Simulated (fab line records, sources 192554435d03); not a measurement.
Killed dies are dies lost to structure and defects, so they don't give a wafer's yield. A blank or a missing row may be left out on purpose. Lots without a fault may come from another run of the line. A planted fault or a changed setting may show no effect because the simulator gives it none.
A struck lot beside a sound one | flow n5_finfet | 19 steps out of a route of 1938
Sound: wafers L189.2, L189.5, L189.6. Struck: wafers L208.2, L208.5, L208.6. The cause comes at the end.
At each step with rows: each side's tool, then ch and its chambers, then its first start. Under that, the readings that differ: sound wafers | struck wafers | difference of the means | sigmas: that difference in standard deviations of wafers without a fault.
alike: readings whose means differ by less than 2 such deviations, and words and numbers that are the same on both sides. not compared: withheld readings, readings that some wafer has no value for, bounds like >300 that may hide the same value, and numbers for which the record gives no deviation and whose values overlap.
The two part at a step that has a row with sigmas, a row that says differs or no value, or rows on one side only. Numbers that don't overlap but have no deviation are shown without sigmas and don't part them. A reading that every wafer of one side lacks parts them only if that side has two wafers or more.

first, 1 step without rows for these wafers: N5_MIM_TOP_LITHO_HARDBAKE_09 (time 120 s).
N5_MIM_TOP_LITHO_CD_MEAS_08: target cd 2000 nm.
  sound on cd_sem-01 ch 0, day 12 05:46; struck on cd_sem-02 ch 0, day 17 12:18
  alike: cd_nm
N5_MIM_TOP_LITHO_OVL_MEAS_11:
  sound on overlay-01 ch 0, day 12 05:47; struck on overlay-02 ch 0, day 17 12:20
  alike: MIM_TOP_OVL
N5_MIM_TOP_LITHO_INSPECT_12: inspects for defects (macro).
  sound on defect_inspect-01, day 12 05:49; struck on defect_inspect-01, day 17 12:21
  alike: raw_defect_count
N5_MIM_TOP_LITHO_DESCUM_10: chemistry O2, time 7.9 s.
  sound on rie_diel-03 ch 0,2,3, day 12 05:52; struck on rie_diel-04 ch 0,2, day 17 12:26
  alike: bias_power_w, drypump_motor_current_A, oes_product_au, rf_vpp_V, showerhead_plenum_p_Torr, throttle_valve_pct
  not compared: rf_hours_counter_h
N5_MIM_TOP_ETCH_ETCH_00: etches TiN in Cl2/BCl3, target depth 38.5 nm.
  sound on rie_metal-03 ch 0,1, day 12 05:57; struck on rie_metal-03 ch 0,1, day 17 12:31
  alike: bias_w, drypump_motor_current_A, oes_product_au, throttle_valve_pct
  not compared: rf_hours_counter_h
N5_MIM_TOP_ETCH_STRIP_01: strips in O2.
  sound on rie_diel-02 ch 0,2,3, day 12 06:05; struck on rie_diel-02 ch 0,1,2, day 17 12:40
  alike: drypump_motor_current_A, oes_product_au, rf_vpp_V, showerhead_plenum_p_Torr, throttle_valve_pct
  not compared: rf_hours_counter_h
N5_MIM_TOP_ETCH_PECVD_03: deposits SiNx from SiH4/NH3/N2, target thk 20 nm, time 17.6 s.
  sound on pecvd-01 ch 0,1,2, day 12 06:09; struck on pecvd-03 ch 0,1,2, day 17 12:44
  alike: heater_power_w, showerhead_plenum_p_Torr, showerhead_vpp_V, throttle_valve_pct
  not compared: since_wet_clean_h
then, 4 steps without rows for these wafers: N5_MIM_BOT_LITHO_HMDS_01 (time 60 s); N5_MIM_BOT_LITHO_COAT_02; N5_MIM_BOT_LITHO_EBR_04; N5_MIM_BOT_LITHO_SOFTBAKE_03 (time 90 s).
N5_MIM_BOT_LITHO_EXPOSE_05: exposes mask MIM BOT.
  sound on krf_scanner-02 ch 0, day 12 06:28; struck on krf_scanner-01 ch 0, day 17 13:02
  reading                               | sound       | struck      | difference | sigmas
  model.MIM_BOT_LITHO.overlay_x_nm (nm) | 3.6 3.6 3.6 | 178 178 178 | +174       |
  alike: mask
then, 3 steps without rows for these wafers: N5_MIM_BOT_LITHO_PEB_06; N5_MIM_BOT_LITHO_DEVELOP_07 (develop time 60 s); N5_MIM_BOT_LITHO_HARDBAKE_09 (time 120 s).
N5_MIM_BOT_LITHO_CD_MEAS_08: target cd 3000 nm.
  sound on cd_sem-01 ch 0, day 12 06:38; struck on cd_sem-01 ch 0, day 17 13:13
  reading    | sound                | struck               | difference | sigmas
  cd_nm (nm) | 3000.1 2996.5 2996.1 | 3002.4 3002.7 3002.5 | +5.0       | +3
N5_MIM_BOT_LITHO_OVL_MEAS_11:
  sound on overlay-02 ch 0, day 12 06:40; struck on overlay-01 ch 0, day 17 13:14
  reading          | sound  | struck      | difference | sigmas
  MIM_BOT_OVL (nm) | 6 4 14 | 178 182 172 | +169       | +33
N5_MIM_BOT_LITHO_INSPECT_12: inspects for defects (macro).
  sound on defect_inspect-02, day 12 06:41; struck on defect_inspect-02, day 17 13:16
  alike: raw_defect_count

WHERE THEY PART
First at N5_MIM_BOT_LITHO_CD_MEAS_08; last, within this record, at N5_MIM_BOT_LITHO_OVL_MEAS_11. Later steps at which nothing parts them and some readings are alike: N5_MIM_BOT_LITHO_INSPECT_12.

WHY: what the simulator had put in
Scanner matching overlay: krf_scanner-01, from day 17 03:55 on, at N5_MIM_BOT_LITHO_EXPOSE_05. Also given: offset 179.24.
